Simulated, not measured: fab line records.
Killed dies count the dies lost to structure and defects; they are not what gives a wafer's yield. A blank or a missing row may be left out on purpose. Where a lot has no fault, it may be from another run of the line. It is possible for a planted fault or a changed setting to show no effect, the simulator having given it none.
Check for tools in common | flow n5_finfet | Sample size 8 lots and 24 wafers

== WHAT PROMPTED THE OPENING ==
At N5_PMOS_HMC_CHANNEL_EPI_INSPECT_30 the reading raw_defect_count is flagged on 2 of 8 lots. Wafers without a fault read 19, standard deviation 7.1.
Rule: a lot is flagged when every wafer of it that has a number lies more than 4 standard deviations from that mean, or none has a number. The rest of the lots are taken to be sound.

lot  | measured    | on                | raw_defect_count, wafer by wafer | flag
L229 | day 4 02:37 | defect_inspect-01 | 874 897 891                      | FLAGGED
L230 | day 4 08:22 | defect_inspect-02 | 853 826 920                      | FLAGGED
L232 | day 4 20:38 | defect_inspect-01 | 9 11 14                          |
L233 | day 5 03:16 | defect_inspect-02 | 15 31 27                         |
L237 | day 6 03:35 | defect_inspect-01 | 32 11 26                         |
L238 | day 6 08:36 | defect_inspect-01 | 36 22 23                         |
L241 | day 7 02:42 | defect_inspect-02 | 19 12 14                         |
L242 | day 7 08:58 | defect_inspect-01 | 11 13 15                         |
Averaged over the flagged lots the numbers come to 877, +858 from the usual (+99 or more standard deviations).

== LOT BY LOT: THE TOOL USED ==
The record keeps 1 process step preceding the reading, out of 1938 steps on the route. Cell contents, in order: the tool; ch with the chambers the sampled wafers went through; the start.
lot  | flag    | N5_PMOS_HMC_CHANNEL_EPI_PRECLEAN_24
L229 | FLAGGED | wet_bench-03 ch 1,2,6, day 4 01:58
L230 | FLAGGED | wet_bench-03 ch 5,6,7, day 4 07:56
L232 |         | wet_bench-04 ch 1,2,3, day 4 19:48
L233 |         | wet_bench-04 ch 2,3,5, day 5 02:50
L237 |         | wet_bench-04 ch 0,5,7, day 6 03:10
L238 |         | wet_bench-01 ch 2,5,6, day 6 08:10
L241 |         | wet_bench-04 ch 0,1,3, day 7 02:01
L242 |         | wet_bench-04 ch 0,4,7, day 7 08:32
What these steps do:
- N5_PMOS_HMC_CHANNEL_EPI_PRECLEAN_24: cleans in DHF, time 30 s.
- N5_PMOS_HMC_CHANNEL_EPI_INSPECT_30: inspects for defects (darkfield).

== FLAGGED AGAINST TOTAL, ONE TOOL AT A TIME (gauges that did the reading follow at the end) ==
step                                | tool              | lots run | flagged | share of the flagged lots | sound lots run after its first flagged lot
N5_PMOS_HMC_CHANNEL_EPI_PRECLEAN_24 | wet_bench-01      | 1        | 0       | none                      | -
N5_PMOS_HMC_CHANNEL_EPI_PRECLEAN_24 | wet_bench-03      | 2        | 2       | all                       | 0
N5_PMOS_HMC_CHANNEL_EPI_PRECLEAN_24 | wet_bench-04      | 5        | 0       | none                      | -
N5_PMOS_HMC_CHANNEL_EPI_INSPECT_30  | defect_inspect-01 | 5        | 1       | some                      | 4 (L232,L237,L238,L242)
N5_PMOS_HMC_CHANNEL_EPI_INSPECT_30  | defect_inspect-02 | 3        | 1       | some                      | 2 (L233,L241)

== WHAT IS ALLOWED BY THE TABLE ==
Rows of the table that ran each flagged lot: 1, that is wet_bench-03 at N5_PMOS_HMC_CHANNEL_EPI_PRECLEAN_24.
- wet_bench-03 at N5_PMOS_HMC_CHANNEL_EPI_PRECLEAN_24: 2 of its 2 lots flagged. With no sound lot run before its first flagged lot in this sample, there is nothing to narrow down the start.
Left over: one tool, wet_bench-03 at N5_PMOS_HMC_CHANNEL_EPI_PRECLEAN_24.

== WHAT THE SIMULATOR HAD INSERTED ==
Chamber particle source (wet_bench-03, N5_PMOS_HMC_CHANNEL_EPI_PRECLEAN_24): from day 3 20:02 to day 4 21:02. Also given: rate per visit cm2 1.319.
Lots struck among those shown: L229, L230. Same finding as the rule above.
